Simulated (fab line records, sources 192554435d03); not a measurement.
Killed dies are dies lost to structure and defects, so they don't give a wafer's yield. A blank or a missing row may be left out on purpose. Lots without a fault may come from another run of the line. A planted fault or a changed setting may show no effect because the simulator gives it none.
Chamber matching | flow n5_finfet | N5_BEOL_M13_VIA_ETCH_16 on rie_diel-04: 4 sister chambers
The step etches SiOC in C4F8/O2/Ar, target depth 921.7 nm. 8 wafers are shown with their chamber, then 11 later ones without.

WAFERS WITH THEIR CHAMBER
wafer  | chamber | drypump_motor_current_A (A) | showerhead_plenum_p_Torr (Torr)
L077.1 | 3       | 6.8                         | 3.24
L082.6 | 3       | 6.8                         | 3.23
L086.1 | 0       | 5.3                         | 3.53
L086.3 | 2       | 6.1                         | 3.35
L087.1 | 1       | 5.4                         | 3.48
L087.2 | 2       | 6.1                         | 3.35
L087.6 | 1       | 5.4                         | 3.48
L091.2 | 0       | 5.4                         | 3.52

WAFERS WITHOUT THEIR CHAMBER
wafer  | drypump_motor_current_A (A) | showerhead_plenum_p_Torr (Torr)
L091.4 | 6.8                         | 3.62
L091.6 | 6.8                         | 3.62
L093.1 | 5.4                         | 3.52
L093.4 | 6.7                         | 3.62
L093.6 | 5.4                         | 3.52
L095.2 | 6.1                         | 3.34
L095.3 | 5.4                         | 3.47
L095.4 | 6.8                         | 3.62
L097.2 | 5.4                         | 3.52
L097.3 | 5.4                         | 3.47
L097.4 | 6.1                         | 3.34

WHICH CHAMBER EACH WENT THROUGH
wafer  | from the rows above | in truth
L091.4 | 0                   | 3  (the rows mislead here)
L091.6 | 0                   | 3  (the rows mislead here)
L093.1 | 0                   | 0
L093.4 | 0                   | 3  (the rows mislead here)
L093.6 | 0                   | 0
L095.2 | 2                   | 2
L095.3 | 1                   | 1
L095.4 | 0                   | 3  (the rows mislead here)
L097.2 | 0                   | 0
L097.3 | 1                   | 1
L097.4 | 2                   | 2
Placed correctly: 7 of 11. Can't be placed from these rows: 0. Placed wrongly: 4.
How it was worked out, from the rows above alone: a wafer's distance from a chamber is the root of the sum, over the readings, of the square of ((its reading less the chamber's mean) divided by the reading's scatter). The wafer belongs to the nearest chamber; if the next one is less than 2 further off, it can't be placed. A chamber's mean is the mean of its shown wafers. The scatter: the root of (the sum of the squares of (reading less its chamber's mean) over the shown wafers, divided by (wafers less chambers)).
